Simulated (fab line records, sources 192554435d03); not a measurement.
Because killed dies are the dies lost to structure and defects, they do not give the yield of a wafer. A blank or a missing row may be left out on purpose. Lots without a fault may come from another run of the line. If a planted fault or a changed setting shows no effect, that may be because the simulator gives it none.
Matching of chambers + flow n5_finfet + rie_diel-04 running N5_SDB_DESCUM_16: 4 sister chambers
The step chemistry O2, time 7.9 s. 8 wafers are shown with their chamber, then 8 later ones without.

## EACH WAFER AND ITS CHAMBER
| wafer  | chamber | throttle_valve_pct (%) | drypump_motor_current_A (A) |
|--------|---------|------------------------|-----------------------------|
| L080.5 | 3       | 20.38                  | 5.6                         |
| L085.5 | 3       | 20.41                  | 5.6                         |
| L087.1 | 1       | 19.95                  | 6.0                         |
| L087.2 | 0       | 20.32                  | 5.5                         |
| L092.2 | 2       | 20.61                  | 5.9                         |
| L092.4 | 0       | 20.34                  | 5.4                         |
| L092.5 | 1       | 19.97                  | 6.0                         |
| L094.1 | 2       | 20.63                  | 5.9                         |

## WAFERS WITH NO CHAMBER GIVEN
| wafer  | throttle_valve_pct (%) | drypump_motor_current_A (A) |
|--------|------------------------|-----------------------------|
| L094.3 | 20.36                  | 5.4                         |
| L094.4 | 19.98                  | 6.0                         |
| L095.2 | 19.97                  | 6.0                         |
| L095.4 | 20.03                  | 5.6                         |
| L095.5 | 19.97                  | 6.0                         |
| L096.1 | 20.34                  | 5.4                         |
| L096.3 | 20.64                  | 5.9                         |
| L096.6 | 20.36                  | 5.4                         |

## WHICH CHAMBER EACH WENT THROUGH
| wafer  | from the rows above | in truth                   |
|--------|---------------------|----------------------------|
| L094.3 | 0                   | 0                          |
| L094.4 | 1                   | 1                          |
| L095.2 | 1                   | 1                          |
| L095.4 | 1                   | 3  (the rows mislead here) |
| L095.5 | 1                   | 1                          |
| L096.1 | 0                   | 0                          |
| L096.3 | 2                   | 2                          |
| L096.6 | 0                   | 0                          |
7 of 8 placed correctly. Can't be placed from these rows: 0. 1 placed wrongly.
How it was worked out, from the rows above alone: a wafer's distance from a chamber is the root of the sum, over the readings, of the square of ((its reading less the chamber's mean) divided by the reading's scatter). The wafer belongs to the nearest chamber; if the next one is less than 2 further off, it can't be placed. A chamber's mean is the mean of its shown wafers. How the scatter is found: for the shown wafers, subtract from each reading the mean of its chamber, square and add these, divide the total by (wafers less chambers), then take the root.
